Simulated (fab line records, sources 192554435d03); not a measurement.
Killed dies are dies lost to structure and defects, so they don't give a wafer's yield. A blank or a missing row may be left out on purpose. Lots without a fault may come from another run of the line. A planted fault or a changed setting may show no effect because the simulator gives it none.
Problem report in the 8D (eight disciplines) form, filled by code | flow n5_finfet | the parts of the form that need people (team, actions taken, sign-off) are left out

1. THE PROBLEM
cd_nm at N5_BEOL_M12_CD_MEAS_10 reads a mean of 103.7 nm on 6 wafers of 4 lots; wafers without a fault read 141.1 nm with a standard deviation of 2.4. That is -16 standard deviations from the usual mean.
The step: target cd 140 nm.
First seen on wafer L802.1, day 11 00:39, on cd_sem-03. The record holds 28 wafers of 10 lots with a number at this step. Rule for "out", or "out of limits": more than 4 standard deviations from the usual mean. The other wafers with a number count as sound.

2. WHAT IT IS AND WHAT IT IS NOT
question                    | is                                             | is not
which readings at this step | cd_nm                                          | -
which lots                  | L802, L803, L804, L805                         | L799, L800, L816, L817, L818, L820
which wafers of those lots  | L802.1, L802.2, L803.1, L804.2, L805.1, L805.2 | L802.5, L803.3, L803.6, L804.3, L804.6, L805.6
read on which gauges        | cd_sem-01, cd_sem-02, cd_sem-03                | -
when                        | from day 11 00:39                              | up to then (6 sound wafers); but 16 sound wafers of L803, L804, L805, L816, L817, L818, L820 came after

3. SUSPECTS, AND WHAT RULES EACH OUT
Counting: a tool at a process step up to the reading stays a suspect if it ran every lot that is out. Sound lots after the first of them don't rule it out here, since some wafers of a struck lot are sound.
- the gauge at N5_BEOL_M12_CD_MEAS_10: ruled out. The wafers that are out were read on 3 gauges (cd_sem-01, cd_sem-02, cd_sem-03).
- krf_scanner-02 at N5_BEOL_M12_EXPOSE_07 (exposes mask V11): kept. It ran every lot that is out, first L802 (day 11 00:29); its last sound lot up to then is L800 (day 10 18:46).
Left after counting: krf_scanner-02 at N5_BEOL_M12_EXPOSE_07.

4. THE CAUSE (what the simulator had put in)
Process parameter drift: krf_scanner-02, from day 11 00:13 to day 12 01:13, at N5_BEOL_M12_EXPOSE_07. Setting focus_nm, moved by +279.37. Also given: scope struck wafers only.
Counting left only this tool.

5. THE CHAIN OF EFFECTS, in route order
Each row: a reading whose mean over the struck wafers that have a number lies more than 3 standard deviations from the usual. Only readings for which the record gives a usual standard deviation are gone through. hours: the time from each lot's start at the first step in this table that gives one to its start at this step, as a median over the lots. sigmas: the change in usual standard deviations.
hours | step                    | reading              | usual    | on struck wafers | change | sigmas
0     | N5_BEOL_M12_CD_MEAS_10  | cd_nm                | 141.1 nm | 103.7            | -37.4  | -16
38    | N5_PASSIVATION_PROBE_49 | defect_limited_yield | 91.3 %   | 0.9              | -90.4  | -53
38    | N5_PASSIVATION_PROBE_49 | killed_at_M4_up      | 14       | 1072             | +1058  | +99 or more
38    | N5_PASSIVATION_PROBE_49 | killed_dies          | 103      | 1169             | +1066  | +53
38    | N5_PASSIVATION_PROBE_49 | killed_on_rim        | 13       | 152              | +139   | +35
38    | N5_PASSIVATION_PROBE_49 | sort_bin_5_function  | 5.1 %    | 95.0             | +89.9  | +82
38    | N5_PASSIVATION_PROBE_49 | sort_n_pass          | 1077     | 11               | -1066  | -51
38    | N5_PASSIVATION_PROBE_49 | sort_yield_pct       | 91.2 %   | 0.9              | -90.3  | -53
The process steps in it:
- N5_PASSIVATION_PROBE_49

6. WHAT WOULD HAVE CAUGHT IT SOONER
In this record the first reading out of limits at a measuring or inspecting step was taken at day 11 00:39, 0 hours after the fault began at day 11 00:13.
Of the lots that are out (4), L804, L803, L805 began N5_BEOL_M12_EXPOSE_07 on krf_scanner-02 after day 11 00:39. A hold on the tool at that time would have spared those 3.
